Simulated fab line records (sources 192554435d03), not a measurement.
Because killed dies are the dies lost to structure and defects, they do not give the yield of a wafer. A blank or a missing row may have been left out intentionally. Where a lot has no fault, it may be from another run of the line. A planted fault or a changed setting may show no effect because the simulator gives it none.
fab line records	flow n5_finfet
record lots=24	wafers=72	last_day=19
route steps=1938 shown BEOL_M10@1525 BEOL_M11@1538
lots that met no fault: taken from a fault-free run of the same line
start_h: hours from the record's opening day to when the first of the lot's shown wafers began	wait_h: how many hours have passed since the lot's step before this one	" as in the row above	L1.1+2: a row that stands for several wafers	- either no value or no given start	* or withheld: withheld	< > ~ a bound
route shown NAME@n: NAME is a module with steps in the file, n the number in the route of the first one	usual: mean/standard deviation of fault-free wafers	same: alike in all rows	chamber/n: place in a boat	sites: the reading at each site	_std_site: their standard deviation	_edge_site: the outer-site mean with the inner-site mean subtracted	radius_mm: for every site, how far away it sits from the centre of the wafer	mask NAME#n: copy n	behind: the tool/chamber that last shaped the wafer	hold: cause of the lot's hold/its duration in hours/its outcome	device: transistor that didn't switch, given as n, p or np	end of line: the route-end tests of the same wafers	where a step has no rows: the recipe by itself	killed: dies that structure and defects cost at the first sort, which is not the same as the wafer's yield	map: shows each die of a wafer: x if killed, . if not, _ if none is there
set.NAME: the setting the step ran with; set.NAME@STEP: the setting that earlier step ran with	model.NAME: the simulator's own value behind a step, which no gauge read
steps of the route over a sample of lots; a table a step, a row a wafer
services: when a tool's chamber went out of use (start_h, in hours from the record's first day, below 0 if earlier), for how many hours, and the reason
## steps
# step N5_BEOL_M10_SURFACE_TREAT_76
# recipe gas=Ar	time_s=*	ion_energy_ev=*	ion_current_ma_cm2=0.5	pressure_mtorr=*	ar_flow_sccm=30
# usual throttle_valve_pct=*
lot.wafer	tool	chamber	start_h	wait_h	throttle_valve_pct
L075.1	pvd_sputter-02	-	249.17	0.4	*
L075.2	"	-	"	"	*
L075.6	"	-	"	"	*
L077.1	pvd_sputter-03	-	255.89	0.2	*
L077.2	"	-	"	"	*
L077.3	"	-	"	"	*
L074.4	pvd_sputter-01	-	259.56	0.2	*
L074.5	"	-	"	"	*
L074.6	"	-	"	"	*
L076.3	pvd_sputter-02	-	262.28	0.2	*
L076.4	"	-	"	"	*
L076.6	"	-	"	"	*
L079.1	pvd_sputter-03	-	279.07	0.2	*
L079.3	"	-	"	"	*
L079.4	"	-	"	"	*
L078.2	pvd_sputter-02	-	287.62	0.2	*
L078.3	"	-	"	"	*
L078.6	"	-	"	"	*
L081.1	pvd_sputter-02	-	294.84	1.3	*
L081.4	"	-	"	"	*
L081.5	"	-	"	"	*
L080.1	pvd_sputter-03	-	295.81	0.2	*
L080.4	"	-	"	"	*
L080.5	"	-	"	"	*
L083.2	pvd_sputter-01	-	313.89	0.2	*
L083.5	"	-	"	"	*
L083.6	"	-	"	"	*
L085.2	pvd_sputter-01	-	324.86	0.2	*
L085.4	"	-	"	"	*
L085.5	"	-	"	"	*
L082.1	pvd_sputter-02	-	326.41	1.5	*
L082.3	"	-	"	"	*
L082.4	"	-	"	"	*
L084.1	pvd_sputter-01	-	327.02	0.3	*
L084.3	"	-	"	"	*
L084.6	"	-	"	"	*
L086.1	pvd_sputter-02	-	327.81	0.2	*
L086.2	"	-	"	"	*
L086.3	"	-	"	"	*
L087.1	pvd_sputter-02	-	328.99	0.6	*
L087.4	"	-	"	"	*
L087.5	"	-	"	"	*
L088.1	pvd_sputter-03	-	343.60	0.2	*
L088.4	"	-	"	"	*
L088.5	"	-	"	"	*
L090.2	pvd_sputter-03	-	350.94	0.2	*
L090.3	"	-	"	"	*
L090.6	"	-	"	"	*
L089.1	pvd_sputter-01	-	353.63	0.2	*
L089.3	"	-	"	"	*
L089.6	"	-	"	"	*
L091.4	pvd_sputter-03	-	358.07	0.2	*
L091.5	"	-	"	"	*
L091.6	"	-	"	"	*
L093.2	pvd_sputter-02	-	365.29	0.2	*
L093.4	"	-	"	"	*
L093.6	"	-	"	"	*
L092.1	pvd_sputter-02	-	365.93	0.2	*
L092.3	"	-	"	"	*
L092.6	"	-	"	"	*
L097.2	pvd_sputter-03	-	375.66	0.2	*
L097.4	"	-	"	"	*
L097.6	"	-	"	"	*
L094.4	pvd_sputter-03	-	385.39	0.2	*
L094.5	"	-	"	"	*
L094.6	"	-	"	"	*
L095.1	pvd_sputter-03	-	390.43	0.2	*
L095.2	"	-	"	"	*
L095.4	"	-	"	"	*
L096.2	pvd_sputter-03	-	393.05	0.2	*
L096.5	"	-	"	"	*
L096.6	"	-	"	"	*
# step N5_BEOL_M11_THK_MEAS_01
# recipe reads=SiCOH_lowk_of_BEOL_M11_ILD_DEP_00
# usual M11_ILD_THK=268/3.4
lot.wafer	tool	chamber	start_h	wait_h	M11_ILD_THK[nm]
L075.1	film_metro-01	-	251.13	0.4	268
L075.2	"	-	"	"	264
L075.6	"	-	"	"	270
L077.1	film_metro-01	-	257.81	0.4	269
L077.2	"	-	"	"	269
L077.3	"	-	"	"	270
L074.4	film_metro-01	-	261.94	0.2	271
L074.5	"	-	"	"	269
L074.6	"	-	"	"	271
L076.3	film_metro-01	-	264.59	0.5	263
L076.4	"	-	"	"	270
L076.6	"	-	"	"	265
L079.1	film_metro-01	-	281.53	0.8	265
L079.3	"	-	"	"	267
L079.4	"	-	"	"	266
L078.2	film_metro-02	-	289.62	0.4	265
L078.3	"	-	"	"	267
L078.6	"	-	"	"	272
L081.1	film_metro-01	-	296.77	0.4	269
L081.4	"	-	"	"	267
L081.5	"	-	"	"	271
L080.1	film_metro-02	-	297.81	0.4	266
L080.4	"	-	"	"	274
L080.5	"	-	"	"	267
L083.2	film_metro-02	-	317.69	0.4	267
L083.5	"	-	"	"	270
L083.6	"	-	"	"	271
L085.2	film_metro-01	-	328.21	0.4	264
L085.4	"	-	"	"	270
L085.5	"	-	"	"	272
L082.1	film_metro-02	-	328.75	0.4	270
L082.3	"	-	"	"	267
L082.4	"	-	"	"	268
L084.1	film_metro-01	-	329.84	0.4	266
L084.3	"	-	"	"	268
L084.6	"	-	"	"	269
L086.1	film_metro-01	-	330.22	0.4	270
L086.2	"	-	"	"	267
L086.3	"	-	"	"	267
L087.1	film_metro-01	-	332.05	0.8	265
L087.4	"	-	"	"	268
L087.5	"	-	"	"	263
L088.1	film_metro-02	-	346.03	0.8	267
L088.4	"	-	"	"	270
L088.5	"	-	"	"	269
L090.2	film_metro-02	-	353.92	0.4	269
L090.3	"	-	"	"	271
L090.6	"	-	"	"	270
L089.1	film_metro-01	-	355.90	0.4	263
L089.3	"	-	"	"	268
L089.6	"	-	"	"	270
L091.4	film_metro-01	-	360.62	0.2	266
L091.5	"	-	"	"	265
L091.6	"	-	"	"	267
L093.2	film_metro-01	-	367.46	0.4	260
L093.4	"	-	"	"	272
L093.6	"	-	"	"	269
L092.1	film_metro-01	-	368.08	0.4	265
L092.3	"	-	"	"	267
L092.6	"	-	"	"	274
L097.2	film_metro-01	-	378.41	0.4	262
L097.4	"	-	"	"	270
L097.6	"	-	"	"	276
L094.4	film_metro-01	-	388.13	0.2	275
L094.5	"	-	"	"	279
L094.6	"	-	"	"	274
L095.1	film_metro-01	-	393.06	0.4	264
L095.2	"	-	"	"	265
L095.4	"	-	"	"	271
L096.2	film_metro-02	-	395.20	0.4	264
L096.5	"	-	"	"	270
L096.6	"	-	"	"	268
# step N5_BEOL_M11_OVL_MEAS_12
# recipe points_per_wafer=44
# usual M11_OVL=-0.3/0.87
lot.wafer	tool	chamber	start_h	wait_h	M11_OVL[nm]
L075.1	overlay-02	0	252.70	0.0	1.1
L075.2	"	0	"	"	-1.3
L075.6	"	0	"	"	-0.3
L077.1	overlay-02	0	259.05	0.0	-1.6
L077.2	"	0	"	"	-0.7
L077.3	"	0	"	"	-0.4
L074.4	overlay-01	0	262.91	0.0	0.4
L074.5	"	0	"	"	0.3
L074.6	"	0	"	"	-0.4
L076.3	overlay-02	0	266.33	0.0	-0.8
L076.4	"	0	"	"	1.0
L076.6	"	0	"	"	1.0
L079.1	overlay-01	0	284.29	0.0	0.1
L079.3	"	0	"	"	-1.2
L079.4	"	0	"	"	-0.7
L078.2	overlay-01	0	290.67	0.0	0.1
L078.3	"	0	"	"	-2.3
L078.6	"	0	"	"	0.3
L081.1	overlay-01	0	298.66	0.0	-1.8
L081.4	"	0	"	"	-2.1
L081.5	"	0	"	"	0.0
L080.1	overlay-01	0	298.94	0.0	-0.9
L080.4	"	0	"	"	-1.2
L080.5	"	0	"	"	-0.4
L083.2	overlay-02	0	319.34	0.0	-0.1
L083.5	"	0	"	"	0.3
L083.6	"	0	"	"	1.1
L085.2	overlay-01	0	329.82	0.0	-1.4
L085.4	"	0	"	"	-0.5
L085.5	"	0	"	"	0.4
L082.1	overlay-02	0	330.26	0.0	-0.7
L082.3	"	0	"	"	0.3
L082.4	"	0	"	"	-0.8
L084.1	overlay-02	0	331.16	0.0	0.8
L084.3	"	0	"	"	0.0
L084.6	"	0	"	"	0.0
L086.1	overlay-02	0	331.66	0.0	-0.6
L086.2	"	0	"	"	-1.3
L086.3	"	0	"	"	-0.4
L087.1	overlay-01	0	332.67	0.0	-1.1
L087.4	"	0	"	"	-0.4
L087.5	"	0	"	"	0.5
L088.1	overlay-01	0	347.85	0.0	-0.7
L088.4	"	0	"	"	-1.9
L088.5	"	0	"	"	-0.7
L090.2	overlay-02	0	358.27	0.0	-0.4
L090.3	"	0	"	"	-0.2
L090.6	"	0	"	"	-1.7
L089.1	overlay-02	0	358.40	0.1	0.5
L089.3	"	0	"	"	0.6
L089.6	"	0	"	"	1.9
L091.4	overlay-02	0	362.25	0.0	-0.7
L091.5	"	0	"	"	-0.8
L091.6	"	0	"	"	-0.7
L093.2	overlay-02	0	370.08	0.0	1.1
L093.4	"	0	"	"	1.9
L093.6	"	0	"	"	-0.6
L092.1	overlay-02	0	370.38	0.0	-1.0
L092.3	"	0	"	"	-0.9
L092.6	"	0	"	"	0.0
L097.2	overlay-02	0	378.95	0.0	-0.8
L097.4	"	0	"	"	-0.8
L097.6	"	0	"	"	-1.2
L094.4	overlay-02	0	390.07	0.0	0.6
L094.5	"	0	"	"	-0.9
L094.6	"	0	"	"	-0.3
L095.1	overlay-02	0	395.63	0.0	0.7
L095.2	"	0	"	"	1.1
L095.4	"	0	"	"	1.0
L096.2	overlay-01	0	397.12	0.0	-1.7
L096.5	"	0	"	"	0.4
L096.6	"	0	"	"	-0.3
# step N5_BEOL_M11_INSPECT_13
# recipe mode=adi	inspect_instrument=brightfield
# usual raw_defect_count=389/100
lot.wafer	tool	chamber	start_h	wait_h	raw_defect_count
L075.1	defect_inspect-01	-	252.72	0.0	257
L075.2	"	-	"	"	272
L075.6	"	-	"	"	408
L077.1	defect_inspect-02	-	259.07	0.0	390
L077.2	"	-	"	"	460
L077.3	"	-	"	"	496
L074.4	defect_inspect-02	-	262.93	0.0	226
L074.5	"	-	"	"	379
L074.6	"	-	"	"	302
L076.3	defect_inspect-02	-	266.36	0.0	370
L076.4	"	-	"	"	298
L076.6	"	-	"	"	368
L079.1	defect_inspect-02	-	284.31	0.0	370
L079.3	"	-	"	"	410
L079.4	"	-	"	"	349
L078.2	defect_inspect-02	-	290.69	0.0	348
L078.3	"	-	"	"	363
L078.6	"	-	"	"	409
L081.1	defect_inspect-02	-	298.68	0.0	621
L081.4	"	-	"	"	568
L081.5	"	-	"	"	667
L080.1	defect_inspect-02	-	298.96	0.0	496
L080.4	"	-	"	"	356
L080.5	"	-	"	"	291
L083.2	defect_inspect-02	-	319.36	0.0	365
L083.5	"	-	"	"	318
L083.6	"	-	"	"	342
L085.2	defect_inspect-02	-	329.84	0.0	319
L085.4	"	-	"	"	566
L085.5	"	-	"	"	453
L082.1	defect_inspect-02	-	330.34	0.1	384
L082.3	"	-	"	"	400
L082.4	"	-	"	"	349
L084.1	defect_inspect-02	-	331.18	0.0	472
L084.3	"	-	"	"	512
L084.6	"	-	"	"	403
L086.1	defect_inspect-02	-	331.68	0.0	393
L086.2	"	-	"	"	343
L086.3	"	-	"	"	351
L087.1	defect_inspect-02	-	332.70	0.0	329
L087.4	"	-	"	"	312
L087.5	"	-	"	"	445
L088.1	defect_inspect-02	-	348.14	0.3	317
L088.4	"	-	"	"	319
L088.5	"	-	"	"	247
L090.2	defect_inspect-01	-	358.30	0.0	288
L090.3	"	-	"	"	451
L090.6	"	-	"	"	363
L089.1	defect_inspect-01	-	358.62	0.2	417
L089.3	"	-	"	"	330
L089.6	"	-	"	"	351
L091.4	defect_inspect-01	-	362.28	0.0	248
L091.5	"	-	"	"	247
L091.6	"	-	"	"	264
L093.2	defect_inspect-01	-	370.10	0.0	361
L093.4	"	-	"	"	272
L093.6	"	-	"	"	399
L092.1	defect_inspect-02	-	370.40	0.0	340
L092.3	"	-	"	"	321
L092.6	"	-	"	"	256
L097.2	defect_inspect-02	-	378.98	0.0	598
L097.4	"	-	"	"	433
L097.6	"	-	"	"	518
L094.4	defect_inspect-02	-	390.09	0.0	261
L094.5	"	-	"	"	198
L094.6	"	-	"	"	297
L095.1	defect_inspect-01	-	395.65	0.0	382
L095.2	"	-	"	"	441
L095.4	"	-	"	"	548
L096.2	defect_inspect-01	-	397.14	0.0	379
L096.5	"	-	"	"	532
L096.6	"	-	"	"	597
# step N5_BEOL_M11_DESCUM_16
# recipe chemistry=O2	time_s=7.9	source_power_w=50	bias_power_w=20	pressure_mtorr=20	rf_frequency_hz=2.712e+07	temp_c=40	resist=CAR-ArF	o2_flow_sccm=225
# usual drypump_motor_current_A=5.5/0.37	oes_product_au=0.81/0.077	rf_vpp_V=242.9/1.3	showerhead_plenum_p_Torr=2.08/0.056	throttle_valve_pct=20.41/0.25
lot.wafer	tool	chamber	start_h	wait_h	drypump_motor_current_A	oes_product_au	rf_hours_counter_h	rf_vpp_V	showerhead_plenum_p_Torr	throttle_valve_pct
L075.1	rie_diel-06	0	252.92	0.2	5.5	0.72	202	239.8	1.99	20.92
L075.2	"	3	"	"	4.9	0.70	204	241.5	2.04	20.38
L075.6	"	0	"	"	5.5	0.71	-	240.2	1.99	20.93
L077.1	rie_diel-04	2	259.35	0.3	5.6	0.72	171	241.9	1.99	20.31
L077.2	"	3	"	"	5.1	0.89	35	240.2	2.05	20.33
L077.3	"	1	"	"	5.6	0.96	13	245.0	2.14	20.47
L074.4	rie_diel-01	1	262.97	0.0	5.7	0.74	180	245.8	2.17	20.57
L074.5	"	1	"	"	5.7	0.74	-	245.2	2.17	20.56
L074.6	"	2	"	"	5.1	0.83	-	244.4	2.09	20.33
L076.3	rie_diel-04	3	266.73	0.4	5.1	0.89	38	242.4	2.05	20.34
L076.4	"	3	"	"	5.1	0.89	-	242.7	2.05	20.34
L076.6	"	0	"	"	5.3	0.97	-	243.1	2.14	20.47
L079.1	rie_diel-01	3	284.34	0.0	5.3	0.81	123	244.1	2.08	20.31
L079.3	"	2	"	"	5.1	0.83	102	243.9	2.09	20.36
L079.4	"	0	"	"	6.3	0.88	40	243.1	2.04	20.03
L078.2	rie_diel-04	3	290.72	0.0	5.2	0.86	49	242.0	2.05	20.36
L078.3	"	0	"	"	5.3	0.92	12	243.2	2.14	20.52
L078.6	"	3	"	"	5.1	0.86	-	244.1	2.04	20.36
L081.1	rie_diel-01	2	298.72	0.0	5.1	0.81	106	242.9	2.09	20.36
L081.4	"	3	"	"	5.3	0.80	126	245.5	2.08	20.31
L081.5	"	1	"	"	5.8	0.74	-	244.6	2.17	20.59
L080.1	rie_diel-01	3	299.25	0.3	5.3	0.80	126	244.1	2.08	20.31
L080.4	"	1	"	"	5.7	0.74	190	244.9	2.17	20.57
L080.5	"	0	"	"	6.4	0.87	-	243.9	2.04	20.02
L083.2	rie_diel-04	0	319.46	0.1	5.3	0.90	21	243.0	2.13	20.52
L083.5	"	0	"	"	5.3	0.89	-	243.5	2.13	20.51
L083.6	"	3	"	"	5.2	0.85	-	242.0	2.04	20.38
L085.2	rie_diel-06	3	329.88	0.0	4.9	0.69	228	243.4	2.04	20.43
L085.4	"	1	"	"	5.8	0.91	24	242.5	2.04	19.92
L085.5	"	0	"	"	5.5	0.70	-	240.8	1.98	20.93
L082.1	rie_diel-01	3	330.91	0.6	5.3	0.79	136	243.4	2.08	20.33
L082.3	"	1	"	"	5.8	0.74	201	243.5	2.17	20.59
L082.4	"	0	"	"	6.3	0.86	52	240.9	2.04	20.04
L084.1	rie_diel-06	1	331.22	0.0	5.8	0.91	25	242.2	2.04	19.92
L084.3	"	0	"	"	5.5	0.69	221	240.1	1.98	20.94
L084.6	"	0	"	"	5.5	0.69	-	241.0	1.98	20.95
L086.1	rie_diel-04	3	331.72	0.0	5.1	0.85	65	243.0	2.04	20.39
L086.2	"	0	"	"	5.3	0.88	25	243.9	2.13	20.52
L086.3	"	1	"	"	5.6	0.90	43	242.8	2.13	20.51
L087.1	rie_diel-04	3	333.24	0.5	5.1	0.82	66	240.3	2.04	20.39
L087.4	"	3	"	"	5.2	0.83	-	242.9	2.04	20.40
L087.5	"	0	"	"	5.3	0.88	-	242.8	2.13	20.53
L088.1	rie_diel-01	0	348.26	0.1	6.4	0.86	57	241.0	2.04	20.07
L088.4	"	2	"	"	5.1	0.80	123	243.5	2.08	20.38
L088.5	"	3	"	"	5.3	0.79	-	243.4	2.07	20.34
L090.2	rie_diel-06	3	358.51	0.2	4.9	0.69	237	243.1	2.03	20.44
L090.3	"	0	"	"	5.5	0.69	229	242.3	1.98	20.96
L090.6	"	0	"	"	5.5	0.69	-	240.6	1.98	20.95
L089.1	rie_diel-06	2	358.78	0.2	5.3	0.78	108	241.7	2.12	20.23
L089.3	"	0	"	"	5.5	0.70	229	241.4	1.98	20.94
L089.6	"	3	"	"	4.9	0.68	-	242.2	2.03	20.43
L091.4	rie_diel-04	1	362.64	0.4	5.7	0.87	-	243.6	2.13	20.53
L091.5	"	3	"	"	5.2	0.82	-	242.5	2.04	20.41
L091.6	"	1	"	"	5.6	0.87	-	242.0	2.13	20.53
L093.2	rie_diel-06	2	370.14	0.0	5.3	0.78	112	243.6	2.12	20.22
L093.4	"	0	"	"	5.5	0.69	233	242.5	1.98	20.95
L093.6	"	2	"	"	5.3	0.78	-	242.9	2.12	20.22
L092.1	rie_diel-01	1	370.51	0.1	5.7	0.72	213	245.6	2.16	20.60
L092.3	"	0	"	"	6.3	0.84	64	241.8	2.03	20.06
L092.6	"	1	"	"	5.8	0.72	-	245.2	2.16	20.63
L097.2	rie_diel-04	0	379.01	0.0	5.3	0.85	41	242.4	2.13	20.55
L097.4	"	3	"	"	5.2	0.82	-	243.3	2.03	20.43
L097.6	"	0	"	"	5.3	0.86	-	244.0	2.12	20.55
L094.4	rie_diel-06	3	390.13	0.0	4.9	0.68	250	241.5	2.03	20.44
L094.5	"	1	"	"	5.7	0.88	-	242.9	2.03	19.93
L094.6	"	0	"	"	5.5	0.70	-	240.3	1.98	20.96
L095.1	rie_diel-06	1	395.69	0.0	5.8	0.87	44	242.1	2.03	19.95
L095.2	"	2	"	"	5.3	0.77	118	243.4	2.12	20.24
L095.4	"	1	"	"	5.8	0.86	-	241.4	2.03	19.95
L096.2	rie_diel-01	2	397.47	0.3	5.1	0.79	137	244.2	2.07	20.41
L096.5	"	0	"	"	6.3	0.83	-	242.3	2.03	20.05
L096.6	"	3	"	"	5.3	0.78	-	242.2	2.07	20.36
# step N5_BEOL_M11_ETCH_62
# recipe chemistry=N2/H2	target=SOC	target_depth_a=1100	overetch_a=220	mask_material=SiARC	temp_c=40	time_s=165	ion_energy_ev=200	pressure_mtorr=30	source_w=840	bias_w=150	n2_flow_sccm=200	h2_flow_sccm=200
# usual bias_w=149.9/0.46	drypump_motor_current_A=5.5/0.37	oes_product_au=0.68/0.06	rf_vpp_V=523.5/2.1	showerhead_plenum_p_Torr=2.52/0.07	throttle_valve_pct=17.8/0.34
lot.wafer	tool	chamber	start_h	wait_h	bias_w	drypump_motor_current_A	oes_product_au	rf_hours_counter_h	rf_vpp_V	showerhead_plenum_p_Torr	throttle_valve_pct
L075.1	rie_diel-06	0	253.01	0.0	149.4	5.5	0.61	203	521.9	2.41	18.4
L075.2	"	3	"	"	149.8	4.9	0.62	204	523.5	2.51	17.9
L075.6	"	0	"	"	149.4	5.5	0.60	-	519.8	2.41	18.4
L077.1	rie_diel-04	2	259.43	0.0	149.8	5.6	0.62	171	521.0	2.42	17.8
L077.2	"	3	"	"	148.9	5.2	0.75	35	522.4	2.51	17.8
L077.3	"	1	"	"	149.5	5.6	0.79	13	525.3	2.59	17.7
L074.4	rie_diel-01	1	263.05	0.0	149.3	5.8	0.64	180	526.6	2.64	18.0
L074.5	"	1	"	"	149.8	5.7	0.63	-	527.9	2.64	17.9
L074.6	"	2	"	"	149.7	5.1	0.69	-	523.3	2.57	18.0
L076.3	rie_diel-04	3	266.82	0.0	149.7	5.1	0.73	38	521.5	2.50	17.8
L076.4	"	3	"	"	149.6	5.2	0.74	-	521.7	2.50	17.9
L076.6	"	0	"	"	150.6	5.3	0.81	-	525.3	2.62	18.0
L079.1	rie_diel-01	3	284.43	0.0	149.9	5.3	0.68	123	525.0	2.57	18.0
L079.3	"	2	"	"	150.6	5.1	0.68	102	523.9	2.56	18.0
L079.4	"	0	"	"	150.2	6.4	0.74	40	522.3	2.45	17.2
L078.2	rie_diel-04	3	290.81	0.0	150.1	5.2	0.72	49	521.0	2.50	17.9
L078.3	"	0	"	"	149.8	5.3	0.77	12	525.8	2.62	18.1
L078.6	"	3	"	"	150.1	5.1	0.72	-	521.4	2.50	17.9
L081.1	rie_diel-01	2	298.80	0.0	149.8	5.1	0.68	106	524.5	2.56	18.0
L081.4	"	3	"	"	150.6	5.3	0.68	126	525.0	2.56	18.0
L081.5	"	1	"	"	150.1	5.8	0.63	-	526.4	2.63	18.0
L080.1	rie_diel-01	3	299.34	0.0	149.8	5.3	0.68	127	524.3	2.56	18.0
L080.4	"	1	"	"	149.9	5.8	0.63	190	526.8	2.63	18.0
L080.5	"	0	"	"	150.1	6.3	0.73	-	521.6	2.44	17.2
L083.2	rie_diel-04	0	319.54	0.0	149.9	5.3	0.75	21	524.7	2.62	18.1
L083.5	"	0	"	"	149.8	5.3	0.75	-	525.6	2.62	18.1
L083.6	"	3	"	"	149.9	5.2	0.72	-	521.5	2.49	17.9
L085.2	rie_diel-06	3	329.96	0.0	149.9	4.9	0.59	228	521.1	2.50	17.9
L085.4	"	1	"	"	150.1	5.7	0.77	24	522.0	2.47	17.2
L085.5	"	0	"	"	149.9	5.5	0.60	-	519.8	2.41	18.4
L082.1	rie_diel-01	3	330.99	0.0	149.6	5.3	0.67	136	523.2	2.56	18.0
L082.3	"	1	"	"	150.2	5.8	0.62	201	528.5	2.63	18.0
L082.4	"	0	"	"	149.0	6.3	0.73	53	520.9	2.44	17.2
L084.1	rie_diel-06	1	331.30	0.0	151.0	5.8	0.76	25	521.9	2.47	17.2
L084.3	"	0	"	"	149.8	5.5	0.59	221	520.3	2.41	18.4
L084.6	"	0	"	"	150.0	5.5	0.60	-	520.1	2.41	18.4
L086.1	rie_diel-04	3	331.80	0.0	149.3	5.2	0.70	65	521.8	2.49	17.9
L086.2	"	0	"	"	149.8	5.3	0.75	25	524.0	2.61	18.1
L086.3	"	1	"	"	149.4	5.6	0.73	43	525.0	2.57	17.7
L087.1	rie_diel-04	3	333.33	0.0	149.3	5.2	0.70	66	521.3	2.49	17.9
L087.4	"	3	"	"	149.9	5.1	0.70	-	522.5	2.49	17.9
L087.5	"	0	"	"	150.3	5.3	0.74	-	524.0	2.61	18.1
L088.1	rie_diel-01	0	348.34	0.0	150.0	6.3	0.73	58	522.9	2.44	17.2
L088.4	"	2	"	"	150.0	5.1	0.67	123	524.5	2.55	18.0
L088.5	"	3	"	"	149.9	5.3	0.67	-	525.4	2.56	18.0
L090.2	rie_diel-06	3	358.59	0.0	149.9	4.9	0.60	237	521.8	2.50	18.0
L090.3	"	0	"	"	149.6	5.5	0.59	229	520.1	2.40	18.4
L090.6	"	0	"	"	149.4	5.5	0.60	-	519.7	2.40	18.4
L089.1	rie_diel-06	2	358.86	0.0	150.8	5.3	0.66	108	525.1	2.56	17.5
L089.3	"	0	"	"	149.5	5.5	0.59	229	520.4	2.40	18.4
L089.6	"	3	"	"	150.7	4.9	0.59	-	521.3	2.50	18.0
L091.4	rie_diel-04	1	362.82	0.1	149.8	5.6	0.73	-	525.2	2.57	17.7
L091.5	"	3	"	"	149.9	5.2	0.70	-	523.1	2.49	17.9
L091.6	"	1	"	"	149.3	5.6	0.73	-	524.7	2.57	17.8
L093.2	rie_diel-06	2	370.22	0.0	149.9	5.4	0.67	112	523.9	2.55	17.5
L093.4	"	0	"	"	149.2	5.5	0.59	233	521.0	2.40	18.4
L093.6	"	2	"	"	150.0	5.3	0.66	-	523.1	2.55	17.5
L092.1	rie_diel-01	1	370.59	0.0	150.4	5.8	0.62	213	526.7	2.62	18.0
L092.3	"	0	"	"	150.0	6.4	0.71	64	522.0	2.44	17.2
L092.6	"	1	"	"	150.7	5.7	0.61	-	526.4	2.62	18.0
L097.2	rie_diel-04	0	379.09	0.0	149.8	5.3	0.72	41	526.0	2.61	18.1
L097.4	"	3	"	"	150.2	5.1	0.68	-	520.8	2.48	17.9
L097.6	"	0	"	"	149.1	5.3	0.72	-	525.8	2.61	18.1
L094.4	rie_diel-06	3	390.21	0.0	149.5	4.9	0.58	250	521.7	2.49	18.0
L094.5	"	1	"	"	149.7	5.7	0.74	-	522.7	2.46	17.3
L094.6	"	0	"	"	150.2	5.5	0.58	-	518.2	2.40	18.4
L095.1	rie_diel-06	1	395.77	0.0	149.9	5.8	0.73	44	522.9	2.46	17.3
L095.2	"	2	"	"	150.3	5.4	0.66	118	523.5	2.55	17.5
L095.4	"	1	"	"	149.7	5.8	0.73	-	522.9	2.46	17.3
L096.2	rie_diel-01	2	397.55	0.0	149.5	5.1	0.65	138	522.9	2.55	18.1
L096.5	"	0	"	"	150.2	6.3	0.70	-	521.9	2.43	17.2
L096.6	"	3	"	"	150.4	5.3	0.65	-	524.6	2.55	18.1
## services
tool	chamber	start_h	hours	kind
rie_diel-01	2	227.08	5.1	repair
rie_diel-06	1	234.66	-	clean
rie_diel-06	1	234.66	-	consumable_replace:focus_ring
rie_diel-06	1	234.66	20.9	scheduled_down
rie_diel-06	1	234.66	20.9	vent_cycle
rie_diel-01	3	236.89	6.2	repair
rie_diel-04	0	247.43	-	clean
rie_diel-04	0	247.43	-	consumable_replace:focus_ring
rie_diel-04	2	263.90	132.0	repair
rie_diel-04	0	299.51	10.4	repair
rie_diel-04	-	346.82	2.8	pm
rie_diel-06	1	355.26	8.1	repair
rie_diel-04	0	361.54	4.1	repair
rie_diel-06	2	379.93	9.8	repair
rie_diel-06	3	391.55	-	clean
rie_diel-06	3	391.55	-	consumable_replace:focus_ring
rie_diel-06	3	391.55	23.5	scheduled_down
rie_diel-06	3	391.55	23.5	vent_cycle
rie_diel-04	1	394.79	8.6	repair
## key
fault none
